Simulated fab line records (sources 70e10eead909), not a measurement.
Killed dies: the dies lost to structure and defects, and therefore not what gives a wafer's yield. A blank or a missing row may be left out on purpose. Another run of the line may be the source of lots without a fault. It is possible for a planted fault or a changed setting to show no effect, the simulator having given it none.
fab line records | flow nand_harc
[record] lots = 6 | wafers = 17 | last_day = 24
route steps=1159 shown A_CHANNEL_HOLE_D1@484 A_CHANNEL_FILL_D1@490 END@1159
lots with no fault: from the same line, run without faults
start_h: hours from the record's opening day to when the first of the lot's shown wafers began | wait_h: hours from the lot's prior step to this one | " as in the row above | L1.1+2: one row covering several wafers at once | - either no value or no given start | * or withheld: withheld | < > ~ a bound
route shown NAME@n: NAME is a module with steps in the file, n the number in the route of the first one | usual: mean/standard deviation taken from wafers without a fault | same: alike in all rows | chamber/n: place in a boat | sites: the reading at each site | _std_site: their standard deviation | _edge_site: outer sites' mean less inner sites' | radius_mm: for every site, how far away it sits from the centre of the wafer | mask NAME#n: copy n | behind: the tool/chamber that last shaped the wafer | hold: cause of the lot's hold/its duration in hours/its outcome | device: names the non-switching transistor (n, p or np) | end of line: tests of these same wafers at the route's end | a step without rows: its recipe alone | killed: dies that structure and defects cost at the first sort, which is not the same as the wafer's yield | map: shows each die of a wafer: x if killed, . if not, _ if none is there
set.NAME: the setting that was run; set.NAME@STEP: the one run at that earlier step | model.NAME: the simulator's own value behind a step, which no gauge read
lots at selected steps of the route; one table per step, one row per wafer
services: the hour from which a tool's chamber was out of use, counted from the record's first day as start_h (under 0 if before that day), plus the number of hours and why
[[steps]]
[step NHARC_A_CHANNEL_HOLE_D1_STRIP_27]
[recipe] o2_flow_sccm = 500 | ar_flow_sccm = 0 | bias_w = 0 | chemistry = O2
[usual] drypump_motor_current_A = 5.7/0.39 | oes_product_au = 1.000/0.016 | rf_vpp_V = 57.9/0.96 | showerhead_plenum_p_Torr = 3.57/0.12 | throttle_valve_pct = 17.036/0.0084
lot.wafer | tool        | chamber | start_h | wait_h | drypump_motor_current_A | oes_product_au | rf_hours_counter_h | rf_vpp_V | showerhead_plenum_p_Torr | throttle_valve_pct
L802.4    | rie_diel-03 | 2       | -       | -      | 5.6                     | 0.985          | 12                 | 58.9     | 3.46                     | 17.035
L802.3    | "           | 0       | "       | "      | 6.1                     | 0.975          | 11                 | 58.3     | 3.66                     | 17.039
L802.1    | "           | 1       | "       | "      | 4.7                     | 0.999          | 10                 | 59.3     | 3.77                     | 17.039
L804.1    | rie_diel-03 | 2       | -       | -      | 5.5                     | 0.993          | 13                 | 57.7     | 3.46                     | 17.044
L804.4    | "           | 3       | "       | "      | 5.8                     | 0.999          | 13                 | 55.8     | 3.37                     | 17.030
L816.4    | rie_diel-01 | 3       | -       | -      | 5.8                     | 1.007          | 10                 | 57.3     | 3.52                     | 17.022
L816.3    | "           | 2       | "       | "      | 5.8                     | 1.035          | 9                  | 57.2     | 3.52                     | 17.030
L816.5    | "           | 0       | "       | "      | 6.4                     | 1.007          | -                  | 57.9     | 3.77                     | 17.034
L819.2    | rie_diel-01 | 1       | -       | -      | 5.5                     | 0.981          | 9                  | 58.7     | 3.54                     | 17.050
L819.1    | "           | 2       | "       | "      | 5.8                     | 1.027          | 9                  | 56.5     | 3.52                     | 17.042
L819.6    | "           | 3       | "       | "      | 5.8                     | 0.998          | -                  | 56.6     | 3.51                     | 17.039
L822.2    | rie_diel-01 | 0       | -       | -      | 6.4                     | 0.979          | 13                 | 58.6     | 3.77                     | 17.045
L822.5    | "           | 0       | "       | "      | 6.4                     | 0.996          | -                  | 57.5     | 3.77                     | 17.035
L822.6    | "           | 1       | "       | "      | 5.6                     | 0.984          | -                  | 57.7     | 3.53                     | 17.051
L823.4    | rie_diel-06 | 1       | -       | -      | 5.7                     | 1.013          | 5                  | 58.0     | 3.46                     | 17.020
L823.1    | "           | 0       | "       | "      | 5.5                     | 0.987          | 4                  | 58.3     | 3.61                     | 17.040
L823.5    | "           | 2       | "       | "      | 5.2                     | 1.011          | -                  | 58.7     | 3.69                     | 17.040
[step NHARC_A_CHANNEL_HOLE_D1_PRECLEAN_28]
[recipe] time_s = * | temp_c = 50 | bath_age_min = 0 | chemistry = SC1
[step NHARC_A_CHANNEL_HOLE_D1_SRD_29]
[step NHARC_A_CHANNEL_HOLE_D1_CD_MEAS_30]
[usual] cd_nm = 90.4/1.5
lot.wafer | tool      | chamber | start_h | wait_h | cd_nm
L802.1    | cd_sem-02 | -       | 191.87  | -      | 87.7
L802.3    | "         | -       | "       | "      | 86.0
L802.4    | "         | -       | "       | "      | 91.4
L804.1    | cd_sem-03 | -       | 200.22  | -      | 90.9
L804.4    | "         | -       | "       | "      | 89.5
L816.3    | cd_sem-02 | -       | 273.72  | -      | 89.7
L816.4    | "         | -       | "       | "      | 92.5
L816.5    | "         | -       | "       | "      | 88.9
L819.1    | cd_sem-03 | -       | 279.56  | -      | 89.3
L819.2    | "         | -       | "       | "      | 91.8
L819.6    | "         | -       | "       | "      | 94.0
L822.2    | cd_sem-01 | -       | 308.31  | -      | 90.7
L822.5    | "         | -       | "       | "      | 90.4
L822.6    | "         | -       | "       | "      | 92.7
L823.1    | cd_sem-01 | -       | 314.16  | -      | 90.2
L823.4    | "         | -       | "       | "      | 90.5
L823.5    | "         | -       | "       | "      | 92.5
[step NHARC_A_CHANNEL_HOLE_D1_XSEM_31]
[recipe] landing_energy_ev = 35000
[usual] bot_cd_nm = 75.0/1.6 | bow_nm = 8.53/0.27 | tilt_deg = 0.05/0.042
lot.wafer | tool    | chamber | start_h | wait_h | bot_cd_nm | bow_nm | tilt_deg
L802.1    | xsem-02 | 0       | 191.97  | 0.1    | 71.9      | 8.72   | 0.02
L802.3    | "       | 0       | "       | "      | 70.3      | 8.71   | 0.02
L802.4    | "       | 0       | "       | "      | 76.1      | 8.79   | 0.02
L804.1    | xsem-02 | 0       | 200.31  | 0.1    | 75.3      | 9.21   | 0.12
L804.4    | "       | 0       | "       | "      | 74.3      | 9.31   | 0.12
L816.3    | xsem-01 | 0       | 273.81  | 0.1    | 73.8      | 8.71   | 0.09
L816.4    | "       | 0       | "       | "      | 76.4      | 8.72   | 0.09
L816.5    | "       | 0       | "       | "      | 73.8      | 8.70   | 0.09
L819.1    | xsem-01 | 0       | 279.64  | 0.1    | 74.0      | 8.17   | 0.01
L819.2    | "       | 0       | "       | "      | 76.4      | 8.23   | 0.01
L819.6    | "       | 0       | "       | "      | 78.1      | 8.17   | 0.01
L822.2    | xsem-01 | 0       | 308.39  | 0.1    | 75.4      | 8.62   | 0.05
L822.5    | "       | 0       | "       | "      | 74.6      | 8.66   | 0.05
L822.6    | "       | 0       | "       | "      | 77.3      | 8.65   | 0.05
L823.1    | xsem-01 | 0       | 314.25  | 0.1    | 73.7      | 8.60   | 0.09
L823.4    | "       | 0       | "       | "      | 74.8      | 8.61   | 0.10
L823.5    | "       | 0       | "       | "      | 77.1      | 8.63   | 0.10
[step NHARC_A_CHANNEL_HOLE_D1_INSPECT_40]
[usual] raw_defect_count = 61/16
lot.wafer | tool              | chamber | start_h | wait_h | raw_defect_count
L802.1    | defect_inspect-01 | -       | 192.06  | -      | 52
L802.3    | "                 | -       | "       | "      | 50
L802.4    | "                 | -       | "       | "      | 46
L804.1    | defect_inspect-02 | -       | 200.41  | -      | 89
L804.4    | "                 | -       | "       | "      | 87
L816.3    | defect_inspect-02 | -       | 273.90  | -      | 55
L816.4    | "                 | -       | "       | "      | 63
L816.5    | "                 | -       | "       | "      | 63
L819.1    | defect_inspect-02 | -       | 279.74  | -      | 73
L819.2    | "                 | -       | "       | "      | 65
L819.6    | "                 | -       | "       | "      | 66
L822.2    | defect_inspect-01 | -       | 308.49  | -      | 55
L822.5    | "                 | -       | "       | "      | 32
L822.6    | "                 | -       | "       | "      | 63
L823.1    | defect_inspect-01 | -       | 314.34  | -      | 48
L823.4    | "                 | -       | "       | "      | 67
L823.5    | "                 | -       | "       | "      | 70
[step NHARC_A_CHANNEL_FILL_D1_PRECLEAN_00]
[recipe] time_s = * | temp_c = 50 | bath_age_min = 0 | chemistry = SC1
[step NHARC_A_CHANNEL_FILL_D1_SRD_01]
[step NHARC_A_CHANNEL_FILL_D1_ALD_02]
[recipe] target_thk_a = 60 | pulse_time_s = 10 | ald_cycles = 60 | temp_c = 300 | material = SiO2
[step NHARC_A_CHANNEL_FILL_D1_ALD_03]
[recipe] target_thk_a = 60 | pulse_time_s = 60 | ald_cycles = 58 | temp_c = 630 | pressure_torr = 2 | material = SiNx
[usual] ald_cycles = 58/0 | precursor_pulse_height_rel = 1.000/0.019 | susceptor_temp_C = 630.0/0.32
lot.wafer | tool             | chamber | start_h | wait_h | ald_cycles | precursor_pulse_height_rel | susceptor_temp_C
L802.1    | ald_sin_batch-02 | 0       | -       | -      | 58         | 0.978                      | 630.4
L802.3    | "                | 0       | "       | "      | 58         | 1.010                      | 630.3
L802.4    | "                | 0       | "       | "      | 58         | 0.972                      | 630.3
L804.1    | ald_sin_batch-01 | 0       | -       | -      | 58         | 1.014                      | 630.4
L804.4    | "                | 0       | "       | "      | 58         | 0.990                      | 630.7
L816.3    | ald_sin_batch-01 | 0       | -       | -      | 58         | 1.009                      | -
L816.4    | "                | 0       | "       | "      | 58         | 0.968                      | -
L816.5    | "                | 0       | "       | "      | 58         | 1.009                      | -
L819.1    | ald_sin_batch-02 | 0       | -       | -      | 58         | 0.967                      | 629.8
L819.2    | "                | 0       | "       | "      | 58         | 1.023                      | 629.9
L819.6    | "                | 0       | "       | "      | 58         | 0.995                      | 630.3
L822.2    | ald_sin_batch-03 | 0       | -       | -      | 58         | 1.021                      | -
L822.5    | "                | 0       | "       | "      | 58         | 0.979                      | -
L822.6    | "                | 0       | "       | "      | 58         | 0.989                      | -
L823.1    | ald_sin_batch-02 | 0       | -       | -      | 58         | 0.993                      | 629.8
L823.4    | "                | 0       | "       | "      | 58         | 1.022                      | 629.8
L823.5    | "                | 0       | "       | "      | 58         | 0.995                      | 629.5
[step NHARC_A_CHANNEL_FILL_D1_ALD_14]
[recipe] target_thk_a = 25 | pulse_time_s = 10 | ald_cycles = 25 | temp_c = 300 | material = SiO2
[usual] ald_cycles = 25/0 | heater_power_w = 464/46 | precursor_pulse_height_rel = 0.997/0.019 | susceptor_temp_C = 299.97/0.18
lot.wafer | tool      | chamber | start_h | wait_h | ald_cycles | heater_power_w | precursor_pulse_height_rel | susceptor_temp_C
L802.4    | ald_hk-03 | 1       | 201.56  | 0.1    | 25         | 420            | 1.032                      | 299.89
L802.1    | "         | 2       | "       | "      | 25         | 420            | 0.963                      | 299.95
L802.3    | "         | 3       | "       | "      | 25         | 492            | 0.990                      | 300.17
L804.1    | ald_hk-03 | 0       | 208.23  | 0.2    | 25         | 415            | 1.014                      | 300.37
L804.4    | "         | 1       | "       | "      | 25         | 431            | 1.002                      | 299.77
L816.4    | ald_hk-01 | 3       | 281.32  | 0.3    | 25         | 468            | 0.987                      | 300.32
L816.3    | "         | 2       | "       | "      | 25         | 414            | 1.010                      | 300.16
L816.5    | "         | 3       | "       | "      | 25         | 466            | 0.996                      | 299.90
L819.1    | ald_hk-04 | 2       | 287.02  | 0.1    | 25         | 597            | 1.020                      | 300.28
L819.2    | "         | 3       | "       | "      | 25         | 443            | 0.986                      | 299.97
L819.6    | "         | 2       | "       | "      | 25         | 577            | 0.979                      | 300.22
L822.2    | ald_hk-04 | 2       | 314.55  | 0.1    | 25         | 572            | 1.003                      | 299.84
L822.5    | "         | 0       | "       | "      | 25         | 452            | 1.010                      | 299.94
L822.6    | "         | 1       | "       | "      | 25         | 502            | 1.012                      | 299.90
L823.4    | ald_hk-04 | 2       | 323.21  | 0.0    | 25         | 581            | 1.012                      | 299.88
L823.1    | "         | 0       | "       | "      | 25         | 469            | 0.970                      | 300.03
L823.5    | "         | 2       | "       | "      | 25         | 572            | 1.045                      | 299.90
[step NHARC_A_CHANNEL_FILL_D1_ALD_15]
[recipe] target_thk_a = 20 | pulse_time_s = 60 | ald_cycles = 19 | temp_c = 630 | pressure_torr = 2 | material = SiNx
[usual] ald_cycles = 19/0 | precursor_pulse_height_rel = 0.999/0.02 | susceptor_temp_C = 630.0/0.3
lot.wafer | tool             | chamber | start_h | wait_h | ald_cycles | precursor_pulse_height_rel | susceptor_temp_C
L802.1    | ald_sin_batch-02 | 0       | 204.67  | 3.0    | 19         | 0.978                      | 629.7
L802.3    | "                | 0       | "       | "      | 19         | 0.978                      | 629.9
L802.4    | "                | 0       | "       | "      | 19         | 0.969                      | 629.6
L804.1    | ald_sin_batch-03 | 0       | 211.23  | 2.9    | 19         | 1.015                      | 630.1
L804.4    | "                | 0       | "       | "      | 19         | 1.031                      | 629.6
L816.3    | ald_sin_batch-01 | 0       | -       | -      | 19         | 0.998                      | -
L816.4    | "                | 0       | "       | "      | 19         | 1.021                      | -
L816.5    | "                | 0       | "       | "      | 19         | 0.981                      | -
L819.1    | ald_sin_batch-03 | 0       | -       | -      | 19         | 1.000                      | -
L819.2    | "                | 0       | "       | "      | 19         | 0.985                      | -
L819.6    | "                | 0       | "       | "      | 19         | 0.993                      | -
L822.2    | ald_sin_batch-02 | 0       | -       | -      | 19         | 1.032                      | 629.8
L822.5    | "                | 0       | "       | "      | 19         | 0.992                      | 629.6
L822.6    | "                | 0       | "       | "      | 19         | 1.011                      | 629.8
L823.1    | ald_sin_batch-01 | 0       | -       | -      | 19         | 1.009                      | 629.8
L823.4    | "                | 0       | "       | "      | 19         | 1.005                      | 629.8
L823.5    | "                | 0       | "       | "      | 19         | 1.026                      | 630.1
[step NHARC_A_CHANNEL_FILL_D1_ALD_16]
[recipe] target_thk_a = 15 | pulse_time_s = 10 | ald_cycles = 15 | temp_c = 300 | material = SiO2
[usual] ald_cycles = 15/0 | heater_power_w = 474/52 | precursor_pulse_height_rel = 0.998/0.021 | susceptor_temp_C = 300.00/0.19
lot.wafer | tool      | chamber | start_h | wait_h | ald_cycles | heater_power_w | precursor_pulse_height_rel | susceptor_temp_C
L802.4    | ald_hk-01 | 3       | 206.94  | 0.2    | 19         | 458            | 1.009                      | 300.09
L802.1    | "         | 0       | "       | "      | 19         | 455            | 0.974                      | 299.76
L802.3    | "         | 1       | "       | "      | 15         | 528            | 1.007                      | 300.37
L804.1    | ald_hk-01 | 2       | 213.32  | 0.1    | 19         | 427            | 0.980                      | 300.11
L804.4    | "         | 0       | "       | "      | 19         | 451            | 1.015                      | 299.96
L816.4    | ald_hk-04 | 0       | 286.30  | 0.1    | 15         | 445            | 1.000                      | 299.88
L816.3    | "         | 2       | "       | "      | 15         | 590            | 0.988                      | 299.77
L816.5    | "         | 0       | "       | "      | 15         | 457            | 1.017                      | 299.96
L819.2    | ald_hk-04 | 1       | 292.13  | 0.0    | 15         | 501            | 1.009                      | 300.27
L819.1    | "         | 0       | "       | "      | 15         | 451            | 0.988                      | 299.82
L819.6    | "         | 1       | "       | "      | 15         | 500            | 1.016                      | 300.29
L822.2    | ald_hk-01 | 3       | 319.93  | 0.3    | 15         | 472            | 1.009                      | 300.07
L822.5    | "         | 0       | "       | "      | 15         | 431            | 0.975                      | 300.01
L822.6    | "         | 1       | "       | "      | 15         | 511            | 0.999                      | 299.74
L823.4    | ald_hk-01 | 3       | 328.93  | 0.6    | 15         | 456            | 1.007                      | 299.62
L823.1    | "         | 1       | "       | "      | 15         | 536            | 0.954                      | 299.74
L823.5    | "         | 2       | "       | "      | 15         | 424            | 0.994                      | 300.10
[step NHARC_A_CHANNEL_FILL_D1_ANNEAL_17]
[recipe] temp_c = 850 | time_s = 1800
[step NHARC_END_SORT_01]
[recipe] temp_c = 25
[usual] killed_at_array = 29/11 | killed_at_other = 0.5/0.89 | killed_at_periphery = 3.3/2 | killed_dies = 32/11 | killed_open = 3.1/1.9 | killed_short = 2.3/1.6
[same] gross_dies = 677
lot.wafer | tool      | chamber | start_h | wait_h | killed_at_array | killed_at_other | killed_at_periphery | killed_dies | killed_open | killed_short
L802.1    | prober-01 | 0       | 441.12  | 2.5    | 18              | 0               | 3                   | 21          | 1           | 6
L802.3    | prober-01 | 0       | 442.71  | 3.1    | 12              | 0               | 3                   | 15          | 2           | 5
L802.4    | prober-01 | 0       | 443.51  | 3.4    | 14              | 0               | 2                   | 16          | 2           | 1
// killed by level:class
L802.1 A_SGD_CUT:chamber_film_flake=5 A_CHANNEL_HOLE_D1:chamber_film_flake=4 A_SLIT:chamber_film_flake=3 P_CONTACT:geometric_particle:short=2 A_M0:chamber_film_flake=2 P_STI:geometric_particle:short=1 A_CHANNEL_FILL_D1:geometric_particle:short=1 A_SLIT:geometric_particle:short=1
L802.3 A_SGD_CUT:chamber_film_flake=3 A_CHANNEL_HOLE_D1:chamber_film_flake=2 P_GATE:geometric_particle:short=1 P_GATE:geometric_particle:open=1 A_SOURCE_PLATE:geometric_particle:short=1 A_ONON_D1:geometric_particle:short=1 A_CONTACT:geometric_particle:open=1 A_CONTACT:geometric_particle:short=1
L802.4 A_SGD_CUT:chamber_film_flake=5 A_CONTACT:chamber_film_flake=3 A_STAIRCASE:chamber_film_flake=2 P_M0:geometric_particle:short=1 A_SOURCE_PLATE:geometric_particle:open=1 A_M0:geometric_particle:open=1 P_GATE:chamber_film_flake=1 A_CHANNEL_HOLE_D1:chamber_film_flake=1
[[services]]
tool             | chamber | start_h | hours | kind
rie_diel-01      | 2       | 170.71  | 1.5   | repair
rie_diel-03      | 1       | 171.90  | 6.8   | repair
ald_hk-04        | -       | 186.33  | 10.0  | pm
ald_hk-04        | 0       | 186.33  | 10.0  | vent_cycle
ald_hk-04        | 1       | 186.33  | 10.0  | vent_cycle
ald_hk-04        | 2       | 186.33  | 10.0  | vent_cycle
ald_hk-04        | 3       | 186.33  | 10.0  | vent_cycle
ald_hk-04        | 0       | 196.33  | -     | clean
ald_hk-04        | 1       | 196.33  | -     | clean
ald_hk-04        | 2       | 196.33  | -     | clean
rie_diel-06      | -       | 212.17  | 0.3   | repair
rie_diel-03      | -       | 215.30  | 9.0   | pm
ald_hk-01        | -       | 228.00  | 10.0  | pm
rie_diel-01      | 1       | 231.47  | 15.1  | repair
rie_diel-06      | -       | 241.20  | 9.0   | pm
ald_sin_batch-03 | -       | 244.24  | 14.8  | repair
rie_diel-03      | 1       | 247.99  | 15.8  | repair
rie_diel-03      | 2       | 250.27  | 6.7   | repair
ald_hk-01        | -       | 251.35  | 1.3   | repair
ald_hk-03        | -       | 259.25  | 0.3   | repair
xsem-02          | -       | 302.00  | 14.0  | pm
ald_sin_batch-03 | -       | 314.43  | 26.0  | pm
rie_diel-01      | -       | 315.09  | 9.0   | pm
ald_hk-03        | -       | 324.78  | 10.0  | pm
[[key]]
[first_sign] step = NHARC_A_CHANNEL_FILL_D1_ALD_16 | reading = ald_cycles | direction = up | sigmas = 99+ | usual = 15 | struck = 19
effect none on later readings
met_at NHARC_A_CHANNEL_FILL_D1_ALD_16
struck_wafers L802.1,L802.4,L804.1,L804.4
sort_left_out L804.1,L804.4
tester_left_out L802,L804
[fault] kind = process_parameter_drift | tool = ald_hk-01 | chamber = - | onset_h = 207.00 | steps = NHARC_A_CHANNEL_FILL_D1_ALD_16 | channel = ald_cycles | offset = 4 | shape = step | end_h = 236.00 | scope = struck_wafers_only | acts_in = these_recipes_only | stated = 15
// tester_left_out: of these lots the tester's yield and bins aren't shown, on N5 and GAA mostly nor the transistor test; their killed dies are dies lost to structure and defects alone, not to doping, threshold or leakage, so they don't give the yield
// sort_left_out: the simulated sort isn't trusted on such a fault, so these wafers' sort isn't shown, and their yield isn't known
